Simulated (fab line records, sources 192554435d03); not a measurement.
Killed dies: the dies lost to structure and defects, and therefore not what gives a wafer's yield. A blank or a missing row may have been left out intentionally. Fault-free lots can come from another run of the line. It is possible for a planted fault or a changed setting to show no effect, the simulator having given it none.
What tool caused it? || flow n5 finfet || 24 lots with 72 wafers sampled at 2 steps, on a route of 1938 steps

## WHAT THE GAUGES READ, wafer by wafer
N5_BEOL_M1_INSPECT_13: inspects for defects (brightfield). Usual: raw defect count reads 400 (standard deviation 86).
{"lot": "L074", "measured": "day 6 00:08", "on": "defect inspect-01", "raw defect count": "240 188 278", "flag": ""}
{"lot": "L075", "measured": "day 6 20:11", "on": "defect inspect-02", "raw defect count": "581 429 483", "flag": ""}
{"lot": "L076", "measured": "day 6 21:40", "on": "defect inspect-02", "raw defect count": "561 612 363", "flag": ""}
{"lot": "L077", "measured": "day 6 23:58", "on": "defect inspect-01", "raw defect count": "386 341 540", "flag": ""}
{"lot": "L078", "measured": "day 7 00:08", "on": "defect inspect-01", "raw defect count": "410 278 349", "flag": ""}
{"lot": "L079", "measured": "day 7 11:09", "on": "defect inspect-01", "raw defect count": "451 502 518", "flag": ""}
{"lot": "L080", "measured": "day 7 16:52", "on": "defect inspect-01", "raw defect count": "361 465 378", "flag": ""}
{"lot": "L082", "measured": "day 8 01:32", "on": "defect inspect-02", "raw defect count": "490 509 493", "flag": ""}
{"lot": "L081", "measured": "day 8 04:53", "on": "defect inspect-01", "raw defect count": "528 383 428", "flag": ""}
{"lot": "L083", "measured": "day 8 07:49", "on": "defect inspect-02", "raw defect count": "325 319 376", "flag": ""}
{"lot": "L084", "measured": "day 8 13:59", "on": "defect inspect-02", "raw defect count": "313 419 295", "flag": ""}
{"lot": "L085", "measured": "day 8 23:23", "on": "defect inspect-01", "raw defect count": "366 469 353", "flag": ""}
{"lot": "L086", "measured": "day 9 09:47", "on": "defect inspect-01", "raw defect count": "392 529 362", "flag": ""}
{"lot": "L087", "measured": "day 9 12:49", "on": "defect inspect-01", "raw defect count": "455 321 329", "flag": ""}
{"lot": "L088", "measured": "day 9 19:42", "on": "defect inspect-01", "raw defect count": "394 433 319", "flag": ""}
{"lot": "L089", "measured": "day 10 00:54", "on": "defect inspect-02", "raw defect count": "455 534 261", "flag": ""}
{"lot": "L090", "measured": "day 10 05:25", "on": "defect inspect-01", "raw defect count": "498 400 517", "flag": ""}
{"lot": "L091", "measured": "day 10 10:44", "on": "defect inspect-01", "raw defect count": "445 440 472", "flag": ""}
{"lot": "L092", "measured": "day 10 14:50", "on": "defect inspect-02", "raw defect count": "569 432 387", "flag": ""}
{"lot": "L093", "measured": "day 10 18:05", "on": "defect inspect-01", "raw defect count": "374 359 293", "flag": ""}
{"lot": "L094", "measured": "day 10 22:35", "on": "defect inspect-02", "raw defect count": "414 292 458", "flag": ""}
{"lot": "L095", "measured": "day 11 03:04", "on": "defect inspect-02", "raw defect count": "417 361 435", "flag": ""}
{"lot": "L096", "measured": "day 11 12:00", "on": "defect inspect-01", "raw defect count": "341 249 395", "flag": ""}
{"lot": "L097", "measured": "day 12 04:34", "on": "defect inspect-02", "raw defect count": "347 353 304", "flag": ""}

## TOOL THAT RAN EACH LOT (tool first, then ch and the chambers of the sampled wafers, then the start)
{"lot": "L074", "N5_BEOL_M0_ANNEAL_135": "pvd sputter-02, day 5 21:53"}
{"lot": "L075", "N5_BEOL_M0_ANNEAL_135": "pvd sputter-03, day 6 17:25"}
{"lot": "L076", "N5_BEOL_M0_ANNEAL_135": "pvd sputter-02, day 6 19:36"}
{"lot": "L077", "N5_BEOL_M0_ANNEAL_135": "pvd sputter-03, day 6 21:37"}
{"lot": "L078", "N5_BEOL_M0_ANNEAL_135": "pvd sputter-01, day 6 21:41"}
{"lot": "L079", "N5_BEOL_M0_ANNEAL_135": "pvd sputter-01, day 7 08:08"}
{"lot": "L080", "N5_BEOL_M0_ANNEAL_135": "pvd sputter-01, day 7 14:23"}
{"lot": "L082", "N5_BEOL_M0_ANNEAL_135": "pvd sputter-01, day 7 23:31"}
{"lot": "L081", "N5_BEOL_M0_ANNEAL_135": "pvd sputter-02, day 8 02:26"}
{"lot": "L083", "N5_BEOL_M0_ANNEAL_135": "pvd sputter-01, day 8 04:11"}
{"lot": "L084", "N5_BEOL_M0_ANNEAL_135": "pvd sputter-02, day 8 10:14"}
{"lot": "L085", "N5_BEOL_M0_ANNEAL_135": "pvd sputter-03, day 8 19:38"}
{"lot": "L086", "N5_BEOL_M0_ANNEAL_135": "pvd sputter-01, day 9 07:48"}
{"lot": "L087", "N5_BEOL_M0_ANNEAL_135": "pvd sputter-03, day 9 08:40"}
{"lot": "L088", "N5_BEOL_M0_ANNEAL_135": "pvd sputter-03, day 9 16:09"}
{"lot": "L089", "N5_BEOL_M0_ANNEAL_135": "pvd sputter-02, day 9 20:58"}
{"lot": "L090", "N5_BEOL_M0_ANNEAL_135": "pvd sputter-02, day 10 02:26"}
{"lot": "L091", "N5_BEOL_M0_ANNEAL_135": "pvd sputter-03, day 10 08:05"}
{"lot": "L092", "N5_BEOL_M0_ANNEAL_135": "pvd sputter-03, day 10 11:56"}
{"lot": "L093", "N5_BEOL_M0_ANNEAL_135": "pvd sputter-03, day 10 15:02"}
{"lot": "L094", "N5_BEOL_M0_ANNEAL_135": "pvd sputter-02, day 10 20:17"}
{"lot": "L095", "N5_BEOL_M0_ANNEAL_135": "pvd sputter-02, day 11 00:14"}
{"lot": "L096", "N5_BEOL_M0_ANNEAL_135": "pvd sputter-02, day 11 09:34"}
{"lot": "L097", "N5_BEOL_M0_ANNEAL_135": "pvd sputter-02, day 11 22:50"}
- N5_BEOL_M0_ANNEAL_135: time 60 s.

## WHAT THE TOOLS THEMSELVES READ (means of the sampled wafers that have a number; where no wafer has one, the mark that the record gives instead)
N5_BEOL_M0_ANNEAL_135. Usual: heater power w 800 W, standard deviation 92; susceptor temp C 400.03 C, standard deviation 0.22; susceptor_temp_C_max 401.0, standard deviation 0.35.
{"lot": "L074", "tool": "pvd sputter-02", "heater power w (W)": 663, "susceptor temp C (C)": 400.13, "susceptor_temp_C_max": 400.8, "flag": ""}
{"lot": "L075", "tool": "pvd sputter-03", "heater power w (W)": 799, "susceptor temp C (C)": 400.04, "susceptor_temp_C_max": 401.1, "flag": ""}
{"lot": "L076", "tool": "pvd sputter-02", "heater power w (W)": 729, "susceptor temp C (C)": 400.02, "susceptor_temp_C_max": 400.7, "flag": ""}
{"lot": "L077", "tool": "pvd sputter-03", "heater power w (W)": 839, "susceptor temp C (C)": 399.87, "susceptor_temp_C_max": 400.9, "flag": ""}
{"lot": "L078", "tool": "pvd sputter-01", "heater power w (W)": 925, "susceptor temp C (C)": 399.94, "susceptor_temp_C_max": 401.1, "flag": ""}
{"lot": "L079", "tool": "pvd sputter-01", "heater power w (W)": 875, "susceptor temp C (C)": 400.06, "susceptor_temp_C_max": 401.0, "flag": ""}
{"lot": "L080", "tool": "pvd sputter-01", "heater power w (W)": 911, "susceptor temp C (C)": 399.87, "susceptor_temp_C_max": 401.0, "flag": ""}
{"lot": "L082", "tool": "pvd sputter-01", "heater power w (W)": 865, "susceptor temp C (C)": 400.12, "susceptor_temp_C_max": 401.1, "flag": ""}
{"lot": "L081", "tool": "pvd sputter-02", "heater power w (W)": 734, "susceptor temp C (C)": 400.21, "susceptor_temp_C_max": 401.0, "flag": ""}
{"lot": "L083", "tool": "pvd sputter-01", "heater power w (W)": 878, "susceptor temp C (C)": 400.07, "susceptor_temp_C_max": 401.2, "flag": ""}
{"lot": "L084", "tool": "pvd sputter-02", "heater power w (W)": 788, "susceptor temp C (C)": 400.14, "susceptor_temp_C_max": 400.9, "flag": ""}
{"lot": "L085", "tool": "pvd sputter-03", "heater power w (W)": 845, "susceptor temp C (C)": 400.05, "susceptor_temp_C_max": 401.2, "flag": ""}
{"lot": "L086", "tool": "pvd sputter-01", "heater power w (W)": 854, "susceptor temp C (C)": 400.02, "susceptor_temp_C_max": 401.0, "flag": ""}
{"lot": "L087", "tool": "pvd sputter-03", "heater power w (W)": 830, "susceptor temp C (C)": 399.77, "susceptor_temp_C_max": 401.0, "flag": ""}
{"lot": "L088", "tool": "pvd sputter-03", "heater power w (W)": 813, "susceptor temp C (C)": 400.21, "susceptor_temp_C_max": 401.4, "flag": ""}
{"lot": "L089", "tool": "pvd sputter-02", "heater power w (W)": 800, "susceptor temp C (C)": 399.81, "susceptor_temp_C_max": 400.6, "flag": ""}
{"lot": "L090", "tool": "pvd sputter-02", "heater power w (W)": 786, "susceptor temp C (C)": 399.95, "susceptor_temp_C_max": 400.6, "flag": ""}
{"lot": "L091", "tool": "pvd sputter-03", "heater power w (W)": 804, "susceptor temp C (C)": 400.12, "susceptor_temp_C_max": 401.7, "flag": ""}
{"lot": "L092", "tool": "pvd sputter-03", "heater power w (W)": 841, "susceptor temp C (C)": 399.94, "susceptor_temp_C_max": 401.0, "flag": ""}
{"lot": "L093", "tool": "pvd sputter-03", "heater power w (W)": 788, "susceptor temp C (C)": 399.98, "susceptor_temp_C_max": 401.1, "flag": ""}
{"lot": "L094", "tool": "pvd sputter-02", "heater power w (W)": 801, "susceptor temp C (C)": 399.85, "susceptor_temp_C_max": 400.5, "flag": ""}
{"lot": "L095", "tool": "pvd sputter-02", "heater power w (W)": 732, "susceptor temp C (C)": 400.16, "susceptor_temp_C_max": 400.9, "flag": ""}
{"lot": "L096", "tool": "pvd sputter-02", "heater power w (W)": 798, "susceptor temp C (C)": 400.02, "susceptor_temp_C_max": 400.7, "flag": ""}
{"lot": "L097", "tool": "pvd sputter-02", "heater power w (W)": 724, "susceptor temp C (C)": 400.21, "susceptor_temp_C_max": 401.1, "flag": ""}

## THE ANSWER, worked out from the rows above alone
Rule: a lot is off if the mean of its wafers that have a number lies more than 3 standard deviations from the usual mean. A lot without any number at a reading at which 4 lots or more have one is off too. Where the step has rows for the other lots, those lots are counted as sound. After the gauges, taken in route order, come the tools' own readings; for these a lot's mean is taken, as printed above. At the first step where some lot is off, the reading lying furthest off is the one used; lots without a number count as furthest.
No lot is off on any of the readings shown, so nothing can be concluded from this.

## WHAT THE SIMULATOR PUT IN
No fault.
